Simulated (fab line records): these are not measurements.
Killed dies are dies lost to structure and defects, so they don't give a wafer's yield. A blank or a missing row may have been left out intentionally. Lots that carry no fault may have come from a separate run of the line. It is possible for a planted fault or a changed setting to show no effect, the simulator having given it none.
Matching of chambers    flow nandHarc    NHARC_A_STAIRCASE_DEP_301 on pecvd-04 has 3 sister chambers
The step deposits SiON, target thk 30 nm. 14 wafers are shown with their chamber, then 7 later ones without.

## WAFERS PAIRED WITH THEIR CHAMBERS
wafer   chamber  showerheadVppV (V)  rfFwdPowerW (W)  heaterPowerW (W)
L372.4  0        1131                349.2            782
L372.5  1        1182                347.9            736
L372.6  2        1129                347.5            602
L376.2  0        1115                349.4            785
L376.4  2        1142                350.0            612
L376.6  0        1144                349.7            653
L375.3  0        1137                349.4            662
L375.5  1        1175                348.1            717
L375.6  2        1128                348.5            670
L388.1  0        1112                347.9            710
L388.2  1        1169                347.9            788
L388.4  2        1109                350.5            742
L389.1  0        1127                350.0            789
L389.2  1        1182                347.9            791

SIGNATURES, as means of the wafers listed above
reading         chamber 0  chamber 1  chamber 2  scatter within a chamber
showerheadVppV  1127.67    1177.00    1127.00    11.5
rfFwdPowerW     349.267    347.950    349.125    0.871
heaterPowerW    730.17     758.00     656.50     57.8
Rule: for each reading, subtract the chamber's mean from the wafer's reading, divide by that reading's scatter and square the result; add these up over the readings and take the root, which gives the wafer's distance from the chamber. If the next closest chamber is less than 2 further off than the closest, the wafer can't be placed; otherwise it belongs to the closest. How the scatter is found: for the shown wafers, subtract from each reading the mean of its chamber, square and add these, divide the total by (wafers less chambers), then take the root.

## WAFERS WITH NO CHAMBER GIVEN
wafer   showerheadVppV (V)  rfFwdPowerW (W)  heaterPowerW (W)
L389.3  1111                347.2            687
L391.3  1123                351.4            624
L391.5  1123                346.8            720
L391.6  1108                350.6            607
L393.1  1194                346.8            715
L393.2  1128                347.6            666
L393.6  1120                349.4            626

## WHICH CHAMBER EACH WENT THROUGH
wafer   from the rows above      in truth
L389.3  can't be placed: 2 or 0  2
L391.3  can't be placed: 2 or 0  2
L391.5  can't be placed: 0 or 2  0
L391.6  can't be placed: 2 or 0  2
L393.1  1                        1
L393.2  can't be placed: 2 or 0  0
L393.6  can't be placed: 2 or 0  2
1 of 7 placed correctly. These rows do not allow placing 6 (true chamber among the candidates in 6). 0 placed wrongly.
